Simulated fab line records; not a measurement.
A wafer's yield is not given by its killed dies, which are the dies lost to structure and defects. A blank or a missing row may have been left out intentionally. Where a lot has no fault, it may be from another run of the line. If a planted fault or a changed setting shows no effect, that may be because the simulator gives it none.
Matching of chambers | flow nand harc | NHARC_A_STAIRCASE_DESCUM_11 on rie diel-03: 4 sister chambers
The step chemistry O2, time 3 s. 4 wafers are shown with their chamber, then 7 later ones without.

WAFERS, EACH WITH ITS CHAMBER
wafer  | chamber | showerhead plenum p Torr (Torr)
L081.1 | 1       | 1.86
L088.3 | 2       | 1.96
L090.1 | 0       | 1.95
L090.2 | 3       | 1.89

WAFERS MISSING THEIR CHAMBER
wafer  | showerhead plenum p Torr (Torr)
L090.6 | 1.96
L094.1 | 1.95
L094.2 | 1.96
L094.3 | 1.85
L093.3 | 1.85
L093.4 | 1.95
L093.5 | 1.85

CHAMBER TAKEN BY EACH
wafer  | from the rows above     | in truth
L090.6 | can't be placed: 2 or 0 | 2
L094.1 | can't be placed: 0 or 2 | 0
L094.2 | can't be placed: 2 or 0 | 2
L094.3 | 1                       | 1
L093.3 | 1                       | 1
L093.4 | can't be placed: 0 or 2 | 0
L093.5 | 1                       | 1
Placed correctly: 3 of 7. Not placeable from these rows: 4 (in 4, the candidates include the true chamber). Number placed wrongly: 0.
How it was worked out, from the rows above alone: a wafer's distance from a chamber is the root of the sum, over the readings, of the square of ((its reading less the chamber's mean) divided by the reading's scatter). If the next closest chamber is less than 2 further off than the closest, the wafer can't be placed; otherwise it belongs to the closest. A chamber's mean is the mean of its shown wafers. The scatter: root of mean squared gap, hidden wafer to nearest shown wafer, with one shown wafer a chamber.
